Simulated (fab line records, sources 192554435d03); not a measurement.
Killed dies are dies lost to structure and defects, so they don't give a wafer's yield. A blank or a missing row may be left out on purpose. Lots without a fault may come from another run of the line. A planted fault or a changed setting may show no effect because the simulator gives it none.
fab line records | flow n5_finfet
record lots=4 wafers=11 last_day=15
route steps=1938 shown BEOL_M2@861 BEOL_M4@1111 PASSIVATION@1936
lots that met no fault: from a run of the same line without faults
start_h: hours from the record's first day to the start of the lot's first wafer shown | wait_h: hours since the lot's step before | " the same as in the row above | L1.1+2: a row that stands for several wafers | - no value, or no start given | * or withheld: withheld | < > ~ a bound
route shown NAME@n: a module of which the file shows steps, and the number in the route of the first | usual: mean/standard deviation of fault-free wafers | same: alike in all rows | chamber/n: place in a boat | sites: the reading at each site | _std_site: their standard deviation | _edge_site: outer sites' mean less inner sites' | radius_mm: how far each site lies from the wafer's centre | mask NAME#n: copy n | behind: the tool/chamber that last shaped the wafer | hold: why the lot was held/for how many hours/how that ended | device: the transistor (n, p or np) that didn't switch | end of line: the same wafers' tests at the end of the route | a step without rows: its recipe alone | killed: dies lost to structure and defects at the first sort, not the wafer's yield | map: a wafer's dies, x killed, . not, _ none there
set.NAME: the setting as run; set.NAME@STEP: as run at that earlier step | model.NAME: the simulator's own value behind a step, which no gauge read
lots at some steps of the route; a table a step, a row a wafer
services: from which hour (start_h, from the record's first day; less than 0 if before it) a tool's chamber was out of use, for how many hours, and why
## steps
# step N5_BEOL_M2_STRIP_65
# recipe chemistry=N2/H2 temp_c=40 n2_flow_sccm=200 h2_flow_sccm=200 rf_frequency_hz=6e+07
# step N5_BEOL_M2_STRIP_75
# recipe chemistry=N2/H2 temp_c=40 n2_flow_sccm=200 h2_flow_sccm=200 rf_frequency_hz=6e+07
# step N5_BEOL_M2_STRIP_66
# recipe chemistry=CF4 resist=SiARC power_w=300 bias_power_w=75 pressure_mtorr=50 cf4_flow_sccm=150 rf_frequency_hz=6e+07
# step N5_BEOL_M2_HM_OPEN_17
# recipe chemistry=Cl2/BCl3 target_depth_a=200 overetch_a=60 target=TiN mask_material=SOC ion_energy_ev=150 pressure_mtorr=10 icp_w=1000 bias_w=126 Cl2_flow_sccm=53.25 bcl3_flow_sccm=21.75 Ar_flow_sccm=25
# step N5_BEOL_M2_STRIP_19
# recipe chemistry=O2 power_w=400 temp_c=40 pressure_mtorr=30 rf_frequency_hz=6e+07 bias_power_w=0 overash_fraction=0.2 o2_flow_sccm=225
# step N5_BEOL_M2_COAT_67
# recipe resist=SOC temp_c=250 time_s=60 spin_rpm=1500 resist_thk_nm=60
# step N5_BEOL_M2_COAT_68
# recipe resist=SiARC temp_c=220 time_s=60 spin_rpm=1500 resist_thk_nm=12
# step N5_BEOL_M2_COAT_76
# recipe resist=underlayer temp_c=205 time_s=60 spin_rpm=1500 resist_thk_nm=5
# step N5_BEOL_M2_COAT_22
# recipe resist=CAR-EUV spin_rpm=1500 resist_thk_nm=30
# step N5_BEOL_M2_EBR_24
# recipe solvent=PGMEA ebr_width_mm=1.5
# step N5_BEOL_M2_SOFTBAKE_23
# recipe temp_c=110 time_s=60 resist=CAR-EUV
# step N5_BEOL_M2_EXPOSE_25
# recipe mask_id=V1 na=0.33 source_shape=quasar sigma_inner=0.2 sigma_outer=0.8 polarization=unpolarized defocus_nm=5 dose_mj=63
# columns lot.wafer tool chamber start_h wait_h mask
L838.2+4+6 euv_scanner-02 0 158.45 - V1#0
L840.1+2+5 euv_scanner-02 0 163.44 - V1#0
L842.4+6 euv_scanner-02 0 185.82 - V1#0
L848.1+3+5 euv_scanner-01 0 223.21 - V1#0
# step N5_BEOL_M2_PEB_26
# recipe peb_temp_c=100 peb_time_s=60 resist=CAR-EUV
# step N5_BEOL_M2_DEVELOP_27
# recipe develop_time_s=30 developer=TMAH resist=CAR-EUV rinse_liquid=surfactant_rinse dry=air_spin dev_temp_c=23
# step N5_BEOL_M2_CD_MEAS_28
# recipe target_cd_nm=26.2 landing_energy_ev=500 detector=se_inlens target_cd_y_nm=24.1 polarity=opening
# usual cd_nm=26.12/0.24
# columns lot.wafer tool chamber start_h wait_h cd_nm
L838.2 cd_sem-03 0 158.59 - 25.80
L838.4 " 0 " " 26.14
L838.6 " 0 " " 26.32
L840.1 cd_sem-03 0 163.59 - 25.82
L840.2 " 0 " " 26.52
L840.5 " 0 " " 19.11
L842.4 cd_sem-03 0 185.95 - 20.27
L842.6 " 0 " " 26.32
L848.1 cd_sem-02 0 223.36 - 26.16
L848.3 " 0 " " 26.56
L848.5 " 0 " " 25.96
# step N5_BEOL_M2_DESCUM_33
# recipe chemistry=O2 time_s=7 source_power_w=50 bias_power_w=20 pressure_mtorr=20 rf_frequency_hz=2.712e+07 temp_c=40 resist=CAR-EUV o2_flow_sccm=225
# step N5_BEOL_M2_ETCH_77
# recipe chemistry=N2/H2 target=underlayer target_depth_a=65 mask_material=CAR-EUV time_s=5.2 ion_energy_ev=200 pressure_mtorr=30 source_w=840 bias_w=150 n2_flow_sccm=200 h2_flow_sccm=200 ends=cleared
# step N5_BEOL_M2_ETCH_69
# recipe chemistry=CF4 target=SiARC target_depth_a=156 mask_material=CAR-EUV time_s=26 ion_energy_ev=80 pressure_mtorr=40 source_w=545 bias_w=36 Ar_flow_sccm=100 cf4_flow_sccm=100 ends=cleared
# step N5_BEOL_M2_ALD_98
# recipe material=SiO2 target_thk_a=25 temp_c=100 ald_precursor_family=BDEAS ald_co_reactant=O2-plasma pulse_time_s=1 co_reactant_pulse_time_s=1 purge_time_s=2 co_reactant_purge_time_s=2 ald_cycles=17 pressure_torr=2
# step N5_BEOL_M2_ETCHBACK_99
# recipe chemistry=CHF3 target=SiO2 target_depth_a=50 time_s=10.4 source_w=215 bias_w=47 Ar_flow_sccm=200 CHF3_flow_sccm=12 ion_energy_ev=100 pressure_mtorr=30
# step N5_BEOL_M2_ETCH_70
# recipe chemistry=N2/H2 target=SOC target_depth_a=800 overetch_a=240 mask_material=SiARC temp_c=40 time_s=130 ion_energy_ev=200 pressure_mtorr=30 source_w=840 bias_w=150 n2_flow_sccm=200 h2_flow_sccm=200
# step N5_BEOL_M2_STRIP_71
# recipe chemistry=N2/H2 temp_c=40 n2_flow_sccm=200 h2_flow_sccm=200 rf_frequency_hz=6e+07
# step N5_BEOL_M2_STRIP_78
# recipe chemistry=N2/H2 temp_c=40 n2_flow_sccm=200 h2_flow_sccm=200 rf_frequency_hz=6e+07
# step N5_BEOL_M2_VIA_ETCH_34
# recipe chemistry=C4F6/O2 target_depth_a=694 mask_material=SOC pressure_mtorr=15 ion_energy_ev=250 taper_deg=4 time_s=65.9 source_w=350 bias_w=170 Ar_flow_sccm=300 C4F6_flow_sccm=10 O2_flow_sccm=10
# step N5_BEOL_M2_STRIP_83
# recipe chemistry=C4F6/O2 resist=SiARC rf_frequency_hz=6e+07
# step N5_BEOL_M2_STRIP_36
# recipe chemistry=N2/H2 power_w=450 temp_c=40 pressure_mtorr=20 rf_frequency_hz=6e+07 overash_fraction=0.3 bias_power_w=7 h2_frac=0.5 n2_flow_sccm=200 h2_flow_sccm=200
# step N5_BEOL_M2_TRENCH_ETCH_37
# recipe chemistry=C4F6/O2 target_depth_a=555.55 target=SiOC time_s=29.2 ion_energy_ev=250 pressure_mtorr=30 source_w=355 bias_w=185 Ar_flow_sccm=300 C4F6_flow_sccm=10 O2_flow_sccm=10
# step N5_BEOL_M2_ETCH_41
# recipe chemistry=CH3F/O2 target=SiCN target_depth_a=299 taper_deg=2 time_s=52.5 ion_energy_ev=120 mask_material=TiN pressure_mtorr=30 source_w=395 bias_w=75 Ar_flow_sccm=150 CH3F_flow_sccm=30 O2_flow_sccm=20
# step N5_BEOL_M2_STRIP_97
# recipe chemistry=N2/H2 time_s=10 power_w=450 temp_c=40 pressure_mtorr=20 rf_frequency_hz=6e+07 bias_power_w=7 n2_flow_sccm=200 h2_flow_sccm=200
# step N5_BEOL_M2_HM_STRIP_39
# recipe chemistry=peroxide_tin_strip material=TiN target_depth_a=250 temp_c=50 time_s=158
# step N5_BEOL_M2_SRD_40
# recipe time_s=30 temp_c=23 rinse_liquid=diw dry=ipa_marangoni
# step N5_BEOL_M2_PRECLEAN_42
# recipe chemistry=residue_remover time_s=60 temp_c=40
# step N5_BEOL_M2_SRD_43
# recipe time_s=30 temp_c=23 rinse_liquid=diw dry=ipa_marangoni
# step N5_BEOL_M2_DEGAS_44
# recipe ambient=vacuum temp_c=250 time_s=60
# step N5_BEOL_M2_PRE_CLEAN_45
# recipe gas=H2/He time_s=30 temp_c=250
# step N5_BEOL_M2_ALD_84
# recipe material=TaN target_thk_a=* temp_c=275 ald_precursor_family=PDMAT ald_co_reactant=NH3 pressure_torr=3 carrier_flow_sccm=1500 pulse_time_s=2 purge_time_s=3 co_reactant_purge_time_s=2 co_reactant_pulse_time_s=3 ald_cycles=30 precursor_vessel_temp_c=75 precursor_vessel_pressure_torr=26.25 precursor_vessel_carrier_sccm=1000
# step N5_BEOL_M2_SURFACE_TREAT_85
# recipe gas=Ar time_s=* ion_energy_ev=* ion_current_ma_cm2=0.5 pressure_mtorr=* ar_flow_sccm=30
# step N5_BEOL_M4_RC_MEAS_101
# usual DIBL_N=35.4/2.1 DIBL_P=34.8/2.6 IOFF_N=0.15/0.037 IOFF_P=0.19/0.037 ION_N=677/16 ION_P=462/9.3 SS_N=71.4/0.75 SS_P=72.9/0.77 VT_N=250/3.7 VT_P=-251/3.5
# columns lot.wafer tool chamber start_h wait_h DIBL_N[mV/V] DIBL_P[mV/V] IOFF_N[nA/um] IOFF_P[nA/um] ION_N[uA/um] ION_P[uA/um] SS_N[mV/dec] SS_P[mV/dec] VT_N[mV] VT_P[mV]
L838.2 prober-02 0 198.60 0.3 38.4 39.8 0.20 0.25 699 473 72.0 73.6 247 -249
L838.4 " 0 " " 33.5 34.8 0.13 0.17 679 465 70.9 72.8 254 -252
L838.6 " 0 " " 31.5 30.8 0.09 0.12 658 453 69.6 71.7 254 -258
L840.1 prober-02 0 204.14 0.0 38.2 39.3 0.21 0.27 688 476 71.7 74.3 243 -247
L840.2 " 0 " " 31.5 31.1 0.10 0.14 655 455 70.4 71.9 253 -256
L842.6 prober-01 0 227.61 1.3 33.8 31.5 0.12 0.15 681 463 70.1 72.3 252 -254
L848.1 prober-01 0 252.68 0.0 33.1 30.6 0.10 0.15 659 451 71.0 72.1 258 -251
L848.3 " 0 " " 38.2 37.7 0.21 0.27 674 465 71.9 74.2 246 -246
L848.5 " 0 " " 35.0 35.3 0.15 0.22 677 465 71.0 73.6 246 -248
# step N5_PASSIVATION_PROBE_49
# usual defect_limited_yield=90.5/1.7 killed_at_M0_to_M3=37/12 killed_at_M4_up=14/5.2 killed_at_contacts=12/5.9 killed_at_front_end=45/14 killed_at_other=3.5/2.8 killed_dies=112/21 killed_on_rim=15/4.5 killed_open=73/15 killed_short=36/8.9 sort_bin_5_function=5.6/1.2 sort_bin_6_memory=3.5/0.68 sort_n_pass=1068/21 sort_yield_pct=90.5/1.8
# same gross_dies=1180 killed_at_back_side=0 sort_bin_4_leakage[%]=0 sort_bin_8_speed[%]=0
# columns lot.wafer tool chamber start_h wait_h defect_limited_yield[%] killed_at_M0_to_M3 killed_at_M4_up killed_at_contacts killed_at_front_end killed_at_other killed_dies killed_on_rim killed_open killed_short sort_bin_5_function[%] sort_bin_6_memory[%] sort_n_pass sort_yield_pct[%]
L840.5 prober-02 - 319.83 0.2 0 1101 8 11 59 1 1180 152 82 38 6.9 3.6 0 0
L842.4 prober-02 - 336.77 0.2 0 1088 13 18 58 3 1180 152 79 37 7.3 3.5 0 0
L848.1 prober-01 - 367.89 0.0 92.3 21 13 7 49 1 91 9 56 31 4.6 2.5 1089 92.3
# killed by level:class
L840.5 BEOL_M2:area_expose=1058 STI_FIN_REVEAL:geometric_particle:open=22 BEOL_M0_SAQP:geometric_particle:short=17 BEOL_M0_SAQP:geometric_particle:open=13 FIN_SAQP:geometric_particle:open=12 FIN_SAQP:geometric_particle:short=11 MOL_CONTACT_COAG:geometric_particle:open=11 BEOL_M2:geometric_particle:open=8
L842.4 BEOL_M2:area_expose=1059 STI_FIN_REVEAL:geometric_particle:open=19 FIN_SAQP:geometric_particle:open=14 MOL_CONTACT_COAG:geometric_particle:open=11 FIN_SAQP:geometric_particle:short=8 BEOL_M3:geometric_particle:open=8 MOL_CONTACT_COAG:geometric_particle:short=7 DUMMY_GATE:geometric_particle:open=5
L848.1 STI_FIN_REVEAL:geometric_particle:open=13 FIN_SAQP:geometric_particle:open=8 BEOL_M3:geometric_particle:open=7 FIN_SAQP:geometric_particle:short=5 ILD0:geometric_particle:short=5 MOL_CONTACT_COAG:geometric_particle:open=5 BEOL_M1:geometric_particle:open=5 STI_FIN_REVEAL:geometric_particle:short=3
# map L840.5 (x killed, . not)
_________________xxxxxxxxxxxx________________
______________xxxxxxxxxxxxxxxxxx_____________
___________xxxxxxxxxxxxxxxxxxxxxxxx__________
__________xxxxxxxxxxxxxxxxxxxxxxxxxx_________
________xxxxxxxxxxxxxxxxxxxxxxxxxxxxxx_______
_______xxxxxxxxxxxxxxxxxxxxxxxxxxxxxxxx______
______xxxxxxxxxxxxxxxxxxxxxxxxxxxxxxxxxx_____
_____xxxxxxxxxxxxxxxxxxxxxxxxxxxxxxxxxxxx____
____xxxxxxxxxxxxxxxxxxxxxxxxxxxxxxxxxxxxxx___
___xxxxxxxxxxxxxxxxxxxxxxxxxxxxxxxxxxxxxxxx__
___xxxxxxxxxxxxxxxxxxxxxxxxxxxxxxxxxxxxxxxx__
__xxxxxxxxxxxxxxxxxxxxxxxxxxxxxxxxxxxxxxxxxx_
__xxxxxxxxxxxxxxxxxxxxxxxxxxxxxxxxxxxxxxxxxx_
_xxxxxxxxxxxxxxxxxxxxxxxxxxxxxxxxxxxxxxxxxxxx
_xxxxxxxxxxxxxxxxxxxxxxxxxxxxxxxxxxxxxxxxxxxx
_xxxxxxxxxxxxxxxxxxxxxxxxxxxxxxxxxxxxxxxxxxxx
_xxxxxxxxxxxxxxxxxxxxxxxxxxxxxxxxxxxxxxxxxxxx
_xxxxxxxxxxxxxxxxxxxxxxxxxxxxxxxxxxxxxxxxxxxx
_xxxxxxxxxxxxxxxxxxxxxxxxxxxxxxxxxxxxxxxxxxxx
_xxxxxxxxxxxxxxxxxxxxxxxxxxxxxxxxxxxxxxxxxxxx
_xxxxxxxxxxxxxxxxxxxxxxxxxxxxxxxxxxxxxxxxxxxx
__xxxxxxxxxxxxxxxxxxxxxxxxxxxxxxxxxxxxxxxxxx_
__xxxxxxxxxxxxxxxxxxxxxxxxxxxxxxxxxxxxxxxxxx_
___xxxxxxxxxxxxxxxxxxxxxxxxxxxxxxxxxxxxxxxx__
___xxxxxxxxxxxxxxxxxxxxxxxxxxxxxxxxxxxxxxxx__
____xxxxxxxxxxxxxxxxxxxxxxxxxxxxxxxxxxxxxx___
_____xxxxxxxxxxxxxxxxxxxxxxxxxxxxxxxxxxxx____
______xxxxxxxxxxxxxxxxxxxxxxxxxxxxxxxxxx_____
_______xxxxxxxxxxxxxxxxxxxxxxxxxxxxxxxx______
________xxxxxxxxxxxxxxxxxxxxxxxxxxxxxx_______
__________xxxxxxxxxxxxxxxxxxxxxxxxxx_________
___________xxxxxxxxxxxxxxxxxxxxxxxx__________
______________xxxxxxxxxxxxxxxxxx_____________
_________________xxxxxxxxxxxx________________
# map L842.4 (x killed, . not)
_________________xxxxxxxxxxxx________________
______________xxxxxxxxxxxxxxxxxx_____________
___________xxxxxxxxxxxxxxxxxxxxxxxx__________
__________xxxxxxxxxxxxxxxxxxxxxxxxxx_________
________xxxxxxxxxxxxxxxxxxxxxxxxxxxxxx_______
_______xxxxxxxxxxxxxxxxxxxxxxxxxxxxxxxx______
______xxxxxxxxxxxxxxxxxxxxxxxxxxxxxxxxxx_____
_____xxxxxxxxxxxxxxxxxxxxxxxxxxxxxxxxxxxx____
____xxxxxxxxxxxxxxxxxxxxxxxxxxxxxxxxxxxxxx___
___xxxxxxxxxxxxxxxxxxxxxxxxxxxxxxxxxxxxxxxx__
___xxxxxxxxxxxxxxxxxxxxxxxxxxxxxxxxxxxxxxxx__
__xxxxxxxxxxxxxxxxxxxxxxxxxxxxxxxxxxxxxxxxxx_
__xxxxxxxxxxxxxxxxxxxxxxxxxxxxxxxxxxxxxxxxxx_
_xxxxxxxxxxxxxxxxxxxxxxxxxxxxxxxxxxxxxxxxxxxx
_xxxxxxxxxxxxxxxxxxxxxxxxxxxxxxxxxxxxxxxxxxxx
_xxxxxxxxxxxxxxxxxxxxxxxxxxxxxxxxxxxxxxxxxxxx
_xxxxxxxxxxxxxxxxxxxxxxxxxxxxxxxxxxxxxxxxxxxx
_xxxxxxxxxxxxxxxxxxxxxxxxxxxxxxxxxxxxxxxxxxxx
_xxxxxxxxxxxxxxxxxxxxxxxxxxxxxxxxxxxxxxxxxxxx
_xxxxxxxxxxxxxxxxxxxxxxxxxxxxxxxxxxxxxxxxxxxx
_xxxxxxxxxxxxxxxxxxxxxxxxxxxxxxxxxxxxxxxxxxxx
__xxxxxxxxxxxxxxxxxxxxxxxxxxxxxxxxxxxxxxxxxx_
__xxxxxxxxxxxxxxxxxxxxxxxxxxxxxxxxxxxxxxxxxx_
___xxxxxxxxxxxxxxxxxxxxxxxxxxxxxxxxxxxxxxxx__
___xxxxxxxxxxxxxxxxxxxxxxxxxxxxxxxxxxxxxxxx__
____xxxxxxxxxxxxxxxxxxxxxxxxxxxxxxxxxxxxxx___
_____xxxxxxxxxxxxxxxxxxxxxxxxxxxxxxxxxxxx____
______xxxxxxxxxxxxxxxxxxxxxxxxxxxxxxxxxx_____
_______xxxxxxxxxxxxxxxxxxxxxxxxxxxxxxxx______
________xxxxxxxxxxxxxxxxxxxxxxxxxxxxxx_______
__________xxxxxxxxxxxxxxxxxxxxxxxxxx_________
___________xxxxxxxxxxxxxxxxxxxxxxxx__________
______________xxxxxxxxxxxxxxxxxx_____________
_________________xxxxxxxxxxxx________________
## services
# columns tool chamber start_h hours kind
euv_scanner-01 - 135.33 1.0 pm
euv_scanner-02 0 138.38 - calibration
euv_scanner-02 - 148.81 0.5 repair
euv_scanner-02 - 190.18 1.0 pm
euv_scanner-01 - 191.48 1.0 pm
euv_scanner-02 - 219.64 13.5 repair
## key
first_sign step=N5_BEOL_M2_CD_MEAS_28 reading=cd_nm direction=down sigmas=27 usual=26.12 struck=19.69
effect step=N5_PASSIVATION_PROBE_49 reading=killed_at_M0_to_M3 direction=up sigmas=87 usual=37 struck=1094
more_kills_born_at N5_BEOL_M2_EXPOSE_25@euv_scanner-02=2117
met_at N5_BEOL_M2_EXPOSE_25
struck_wafers L840.5,L842.4
later_rows_left_out L840.5,L842.4
onset_between 158.45 163.44
fault kind=process_parameter_drift tool=euv_scanner-02 chamber=- onset_h=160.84 steps=N5_BEOL_M2_EXPOSE_25 channel=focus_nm offset=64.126 shape=step end_h=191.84 scope=struck_wafers_only
# later_rows_left_out: the simulator's readings of these wafers behind a module that went badly wrong aren't trusted and aren't shown, but for the sort
